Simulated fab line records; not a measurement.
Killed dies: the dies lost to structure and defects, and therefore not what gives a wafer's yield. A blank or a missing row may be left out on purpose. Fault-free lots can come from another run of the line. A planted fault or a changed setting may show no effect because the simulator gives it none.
Chamber matching || flow nandHarc || NHARC_P_CONTACT_DESCUM_17 on rieDiel-07 has 4 sister chambers
The step chemistry O2, time 3 s. 24 wafers are shown with their chamber, then 12 later ones without.

== WAFERS WITH THEIR CHAMBER ==
{"wafer": "L074.2", "chamber": 1, "drypumpMotorCurrentA (A)": 5.49, "rfVppV (V)": 56.3, "oesProductAu (a.u.)": 1.006}
{"wafer": "L074.3", "chamber": 3, "drypumpMotorCurrentA (A)": 5.73, "rfVppV (V)": 58.0, "oesProductAu (a.u.)": 0.983}
{"wafer": "L074.5", "chamber": 2, "drypumpMotorCurrentA (A)": 5.23, "rfVppV (V)": 58.4, "oesProductAu (a.u.)": 0.988}
{"wafer": "L076.2", "chamber": 0, "drypumpMotorCurrentA (A)": 5.54, "rfVppV (V)": 57.6, "oesProductAu (a.u.)": 0.991}
{"wafer": "L076.4", "chamber": 1, "drypumpMotorCurrentA (A)": 5.47, "rfVppV (V)": 56.8, "oesProductAu (a.u.)": 1.003}
{"wafer": "L076.5", "chamber": 1, "drypumpMotorCurrentA (A)": 5.48, "rfVppV (V)": 56.4, "oesProductAu (a.u.)": 1.003}
{"wafer": "L077.1", "chamber": 2, "drypumpMotorCurrentA (A)": 5.23, "rfVppV (V)": 58.9, "oesProductAu (a.u.)": 1.004}
{"wafer": "L077.5", "chamber": 3, "drypumpMotorCurrentA (A)": 5.71, "rfVppV (V)": 58.5, "oesProductAu (a.u.)": 0.983}
{"wafer": "L077.6", "chamber": 0, "drypumpMotorCurrentA (A)": 5.53, "rfVppV (V)": 56.5, "oesProductAu (a.u.)": 0.992}
{"wafer": "L082.2", "chamber": 2, "drypumpMotorCurrentA (A)": 5.25, "rfVppV (V)": 59.8, "oesProductAu (a.u.)": 0.992}
{"wafer": "L082.3", "chamber": 0, "drypumpMotorCurrentA (A)": 5.54, "rfVppV (V)": 57.2, "oesProductAu (a.u.)": 1.009}
{"wafer": "L082.6", "chamber": 3, "drypumpMotorCurrentA (A)": 5.72, "rfVppV (V)": 58.3, "oesProductAu (a.u.)": 0.994}
{"wafer": "L084.3", "chamber": 2, "drypumpMotorCurrentA (A)": 5.24, "rfVppV (V)": 58.2, "oesProductAu (a.u.)": 0.972}
{"wafer": "L084.4", "chamber": 3, "drypumpMotorCurrentA (A)": 5.67, "rfVppV (V)": 58.3, "oesProductAu (a.u.)": 0.972}
{"wafer": "L084.5", "chamber": 0, "drypumpMotorCurrentA (A)": 5.48, "rfVppV (V)": 57.4, "oesProductAu (a.u.)": 1.001}
{"wafer": "L079.1", "chamber": 3, "drypumpMotorCurrentA (A)": 5.68, "rfVppV (V)": 57.2, "oesProductAu (a.u.)": 0.982}
{"wafer": "L079.3", "chamber": 1, "drypumpMotorCurrentA (A)": 5.50, "rfVppV (V)": 56.3, "oesProductAu (a.u.)": 0.996}
{"wafer": "L079.5", "chamber": 0, "drypumpMotorCurrentA (A)": 5.53, "rfVppV (V)": 56.3, "oesProductAu (a.u.)": 0.993}
{"wafer": "L088.3", "chamber": 0, "drypumpMotorCurrentA (A)": 5.52, "rfVppV (V)": 57.3, "oesProductAu (a.u.)": 1.005}
{"wafer": "L088.4", "chamber": 3, "drypumpMotorCurrentA (A)": 5.67, "rfVppV (V)": 58.1, "oesProductAu (a.u.)": 0.984}
{"wafer": "L088.5", "chamber": 3, "drypumpMotorCurrentA (A)": 5.70, "rfVppV (V)": 57.3, "oesProductAu (a.u.)": 0.985}
{"wafer": "L093.1", "chamber": 0, "drypumpMotorCurrentA (A)": 5.53, "rfVppV (V)": 57.5, "oesProductAu (a.u.)": 1.001}
{"wafer": "L093.2", "chamber": 3, "drypumpMotorCurrentA (A)": 5.68, "rfVppV (V)": 57.7, "oesProductAu (a.u.)": 0.984}
{"wafer": "L093.5", "chamber": 0, "drypumpMotorCurrentA (A)": 5.53, "rfVppV (V)": 55.5, "oesProductAu (a.u.)": 0.991}

SIGNATURES (means of the wafers above)
{"reading": "drypumpMotorCurrentA", "chamber 0": 5.5250, "chamber 1": 5.4850, "chamber 2": 5.2375, "chamber 3": 5.6950, "scatter within a chamber": 0.0189}
{"reading": "rfVppV", "chamber 0": 56.913, "chamber 1": 56.450, "chamber 2": 58.825, "chamber 3": 57.925, "scatter within a chamber": 0.598}
{"reading": "oesProductAu", "chamber 0": 0.99787, "chamber 1": 1.00200, "chamber 2": 0.98900, "chamber 3": 0.98337, "scatter within a chamber": 0.00766}
Rule: a wafer lies at a distance from a chamber equal to the root of the sum of squares, over the readings, of (its reading less the chamber's mean, divided by the reading's scatter). If the next closest chamber is less than 2 further off than the closest, the wafer can't be placed; otherwise it belongs to the closest. The scatter: take each reading less its chamber's mean, square it, sum over the shown wafers, divide by the number of wafers less the number of chambers, and take the root.

== WAFERS WITHOUT THEIR CHAMBER ==
{"wafer": "L094.1", "drypumpMotorCurrentA (A)": 5.74, "rfVppV (V)": 58.8, "oesProductAu (a.u.)": 0.979}
{"wafer": "L094.2", "drypumpMotorCurrentA (A)": 5.51, "rfVppV (V)": 57.7, "oesProductAu (a.u.)": 0.989}
{"wafer": "L094.3", "drypumpMotorCurrentA (A)": 5.49, "rfVppV (V)": 57.3, "oesProductAu (a.u.)": 1.011}
{"wafer": "L094.4", "drypumpMotorCurrentA (A)": 5.23, "rfVppV (V)": 58.2, "oesProductAu (a.u.)": 1.019}
{"wafer": "L094.5", "drypumpMotorCurrentA (A)": 5.54, "rfVppV (V)": 57.6, "oesProductAu (a.u.)": 0.989}
{"wafer": "L094.6", "drypumpMotorCurrentA (A)": 5.50, "rfVppV (V)": 55.4, "oesProductAu (a.u.)": 1.012}
{"wafer": "L096.3", "drypumpMotorCurrentA (A)": 5.50, "rfVppV (V)": 56.3, "oesProductAu (a.u.)": 1.013}
{"wafer": "L096.5", "drypumpMotorCurrentA (A)": 5.70, "rfVppV (V)": 58.7, "oesProductAu (a.u.)": 0.985}
{"wafer": "L096.6", "drypumpMotorCurrentA (A)": 5.25, "rfVppV (V)": 57.8, "oesProductAu (a.u.)": 1.022}
{"wafer": "L097.2", "drypumpMotorCurrentA (A)": 5.50, "rfVppV (V)": 57.5, "oesProductAu (a.u.)": 1.005}
{"wafer": "L097.3", "drypumpMotorCurrentA (A)": 5.24, "rfVppV (V)": 58.0, "oesProductAu (a.u.)": 1.019}
{"wafer": "L097.6", "drypumpMotorCurrentA (A)": 5.53, "rfVppV (V)": 57.8, "oesProductAu (a.u.)": 0.990}

== WHICH CHAMBER EACH WENT THROUGH ==
{"wafer": "L094.1", "from the rows above": 3, "in truth": 3}
{"wafer": "L094.2", "from the rows above": "can't be placed: 0 or 1", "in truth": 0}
{"wafer": "L094.3", "from the rows above": "can't be placed: 1 or 0", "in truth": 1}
{"wafer": "L094.4", "from the rows above": 2, "in truth": 2}
{"wafer": "L094.5", "from the rows above": 0, "in truth": 0}
{"wafer": "L094.6", "from the rows above": "can't be placed: 1 or 0", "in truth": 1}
{"wafer": "L096.3", "from the rows above": "can't be placed: 1 or 0", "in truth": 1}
{"wafer": "L096.5", "from the rows above": 3, "in truth": 3}
{"wafer": "L096.6", "from the rows above": 2, "in truth": 2}
{"wafer": "L097.2", "from the rows above": "can't be placed: 0 or 1", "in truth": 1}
{"wafer": "L097.3", "from the rows above": 2, "in truth": 2}
{"wafer": "L097.6", "from the rows above": "can't be placed: 0 or 1", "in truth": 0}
Correct placement for 6 of the 12. These rows do not allow placing 6 (true chamber among the candidates in 6). 0 placed wrongly.
